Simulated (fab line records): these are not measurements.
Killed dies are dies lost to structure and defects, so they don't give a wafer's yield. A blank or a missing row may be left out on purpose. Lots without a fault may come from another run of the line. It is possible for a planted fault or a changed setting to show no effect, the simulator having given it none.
Chamber matching / flow n5_finfet / cmp-04 running N5_GATE_CUT_CMP_61: 4 sister chambers
The step polishes, stops on SiNx, t overpolish 3 s. 14 wafers are shown with their chamber, then 7 later ones without.

WAFERS, EACH WITH ITS CHAMBER
wafer=L075.3; chamber=0; motor_current_A (A)=11.5; slurry_flow_ml_min=149.0; slurry_filter_dp_kPa (kPa)=13.67
wafer=L075.4; chamber=3; motor_current_A (A)=12.3; slurry_flow_ml_min=149.0; slurry_filter_dp_kPa (kPa)=13.47
wafer=L075.5; chamber=2; motor_current_A (A)=12.6; slurry_flow_ml_min=150.3; slurry_filter_dp_kPa (kPa)=13.71
wafer=L077.1; chamber=1; motor_current_A (A)=12.2; slurry_flow_ml_min=149.0; slurry_filter_dp_kPa (kPa)=13.71
wafer=L077.3; chamber=0; motor_current_A (A)=10.8; slurry_flow_ml_min=150.4; slurry_filter_dp_kPa (kPa)=13.44
wafer=L077.5; chamber=0; motor_current_A (A)=10.9; slurry_flow_ml_min=149.6; slurry_filter_dp_kPa (kPa)=13.45
wafer=L081.1; chamber=3; motor_current_A (A)=12.0; slurry_flow_ml_min=149.3; slurry_filter_dp_kPa (kPa)=13.46
wafer=L081.3; chamber=0; motor_current_A (A)=11.1; slurry_flow_ml_min=150.3; slurry_filter_dp_kPa (kPa)=13.72
wafer=L081.6; chamber=2; motor_current_A (A)=11.6; slurry_flow_ml_min=149.8; slurry_filter_dp_kPa (kPa)=13.43
wafer=L082.1; chamber=1; motor_current_A (A)=12.7; slurry_flow_ml_min=149.3; slurry_filter_dp_kPa (kPa)=13.62
wafer=L082.4; chamber=2; motor_current_A (A)=12.5; slurry_flow_ml_min=150.3; slurry_filter_dp_kPa (kPa)=13.43
wafer=L082.6; chamber=1; motor_current_A (A)=11.9; slurry_flow_ml_min=149.8; slurry_filter_dp_kPa (kPa)=13.36
wafer=L083.1; chamber=0; motor_current_A (A)=10.7; slurry_flow_ml_min=149.8; slurry_filter_dp_kPa (kPa)=13.74
wafer=L083.3; chamber=3; motor_current_A (A)=11.7; slurry_flow_ml_min=149.9; slurry_filter_dp_kPa (kPa)=13.23

SIGNATURES, as means of the wafers listed above
reading=motor_current_A; chamber 0=11.000; chamber 1=12.267; chamber 2=12.233; chamber 3=12.000; scatter within a chamber=0.389
reading=slurry_flow_ml_min; chamber 0=149.820; chamber 1=149.367; chamber 2=150.133; chamber 3=149.400; scatter within a chamber=0.469
reading=slurry_filter_dp_kPa; chamber 0=13.6040; chamber 1=13.5633; chamber 2=13.5233; chamber 3=13.3867; scatter within a chamber=0.156
Rule: a wafer lies at a distance from a chamber equal to the root of the sum of squares, over the readings, of (its reading less the chamber's mean, divided by the reading's scatter). If the next closest chamber is less than 2 further off than the closest, the wafer can't be placed; otherwise it belongs to the closest. How the scatter is found: for the shown wafers, subtract from each reading the mean of its chamber, square and add these, divide the total by (wafers less chambers), then take the root.

WAFERS WITHOUT THEIR CHAMBER
wafer=L083.4; motor_current_A (A)=11.4; slurry_flow_ml_min=150.2; slurry_filter_dp_kPa (kPa)=13.45
wafer=L089.1; motor_current_A (A)=12.0; slurry_flow_ml_min=150.0; slurry_filter_dp_kPa (kPa)=13.71
wafer=L089.3; motor_current_A (A)=11.6; slurry_flow_ml_min=150.4; slurry_filter_dp_kPa (kPa)=13.72
wafer=L089.4; motor_current_A (A)=12.2; slurry_flow_ml_min=150.5; slurry_filter_dp_kPa (kPa)=13.33
wafer=L091.1; motor_current_A (A)=12.3; slurry_flow_ml_min=150.0; slurry_filter_dp_kPa (kPa)=13.45
wafer=L091.2; motor_current_A (A)=11.3; slurry_flow_ml_min=150.6; slurry_filter_dp_kPa (kPa)=13.34
wafer=L091.3; motor_current_A (A)=11.5; slurry_flow_ml_min=150.5; slurry_filter_dp_kPa (kPa)=13.51

THE CHAMBER EACH PASSED THROUGH
wafer=L083.4; from the rows above=can't be placed: 0 or 2 or 3 or 1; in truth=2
wafer=L089.1; from the rows above=can't be placed: 2 or 1 or 3 or 0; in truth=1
wafer=L089.3; from the rows above=can't be placed: 0 or 2 or 1 or 3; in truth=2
wafer=L089.4; from the rows above=can't be placed: 2 or 3 or 1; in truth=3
wafer=L091.1; from the rows above=can't be placed: 2 or 1 or 3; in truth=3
wafer=L091.2; from the rows above=can't be placed: 0 or 2 or 3 or 1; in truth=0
wafer=L091.3; from the rows above=can't be placed: 0 or 2 or 3 or 1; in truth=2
Correctly placed: 0 of 7. Not placeable from these rows: 7 (in 7, the candidates include the true chamber). Wrongly placed: 0.
